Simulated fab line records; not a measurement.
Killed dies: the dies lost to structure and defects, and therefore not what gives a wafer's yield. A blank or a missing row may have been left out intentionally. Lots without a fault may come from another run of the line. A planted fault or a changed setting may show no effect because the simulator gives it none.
Split-lot trial -- flow n5 finfet -- on a route of 1938 steps: 7 lots, 21 wafers read

THE SPLIT ITSELF
At N5_BEOL_M9_ILD_DEP_00 (deposits SiCOH lowk from DEMS/porogen, target thk 308.51 nm, time 58 s), the setting time s was moved away from the recipe's 58 s on 8 of the 21 wafers read, by -13.8% to +11.2%. All remaining wafers had this setting at the recipe value.

BETWEEN THE SPLIT AND THE READING: the file shows 1 step in between
- N5_BEOL_M9_CURE_71: cures SiCOH lowk, time 240 s

THE READING
M9_ILD_THK, in nm, at N5_BEOL_M9_THK_MEAS_01. Fault-free wafers of this fab line usually give 267 nm, standard deviation 3.4 nm.

wafer,"tool, chamber at the split","time s as run, s",against the recipe,"M9_ILD_THK, nm",against lot-mates on the recipe
L078.1,"pecvd-02, 0",58,recipe,266,-
L078.4,"pecvd-02, 2",58,recipe,269,-
L078.6,"pecvd-02, 1",58,recipe,269,-
L083.1,"pecvd-02, 2",58,recipe,268,-
L083.2,"pecvd-02, 1",54.32,-6.3%,250,-20
L083.4,"pecvd-02, 2",58,recipe,272,-
L089.3,"pecvd-03, 0",58,recipe,266,-
L089.4,"pecvd-03, 1",58,recipe,271,-
L089.6,"pecvd-03, 2",49.97,-13.8%,231,-38
L090.1,"pecvd-01, 0",60.74,+4.7%,283,+10
L090.2,"pecvd-01, 1",58,recipe,269,-
L090.5,"pecvd-01, 0",58,recipe,276,-
L092.2,"pecvd-02, 0",58,recipe,266,-
L092.5,"pecvd-02, 1",51.65,-10.9%,237,-31
L092.6,"pecvd-02, 0",58,recipe,270,-
L096.3,"pecvd-02, 1",58,recipe,262,-
L096.4,"pecvd-02, 2",64.51,+11.2%,299,+37
L096.6,"pecvd-02, 1",64.51,+11.2%,295,+33
L097.2,"pecvd-03, 0",52.18,-10.0%,241,-25
L097.3,"pecvd-03, 2",58,recipe,266,-
L097.4,"pecvd-03, 1",52.18,-10.0%,241,-25

FIT RESULTS
A straight line over all 21 wafers: M9_ILD_THK changes by +2.7 nm for each +1% of time s; r = +0.99; the points scatter about the line by 3 nm.
The same after taking each lot's own level away (the mean of its wafers on the recipe; 21 wafers): +2.82 nm for each +1%; r = +0.99; scatter 2.5 nm.
Per that fit: largest time s move, reading shift of 39 nm.
From 262.0 to 272.5 nm: that is the span of the lots' own levels, equal to 3.1 times the standard deviation above.
The two slopes are in agreement: the lot-to-lot level therefore moves the slope only a little.
Check: with one of the wafers moved furthest among these (-13.8%) left out of the fit, the line predicts -38.9 nm for it against its lot-mates. Against them it came out at -37.5 nm.

THE WHOLE CHAIN: every reading that the file lists as answering this split, in the file's order
step,what it does,reading,change (the file's fit),r (the file's)
N5_BEOL_M9_ILD_DEP_00,"deposits SiCOH lowk from DEMS/porogen, target thk 308.51 nm, time 58 s","SiCOH_lowk_of_BEOL_M9_ILD_DEP_00.thk nm (the simulator's own value, which no gauge read)",+3.17 nm for each +1% of the setting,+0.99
N5_BEOL_M9_CURE_71,"cures SiCOH lowk, time 240 s","SiCOH_lowk_of_BEOL_M9_ILD_DEP_00.thk nm (the simulator's own value, which no gauge read)",+2.79 nm for each +1% of the setting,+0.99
N5_BEOL_M9_THK_MEAS_01,,M9_ILD_THK,+2.8 for each +1% of the setting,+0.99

FILE'S OWN FIT
M9_ILD_THK changes by +2.8 nm for each +1% of time s, r = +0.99.
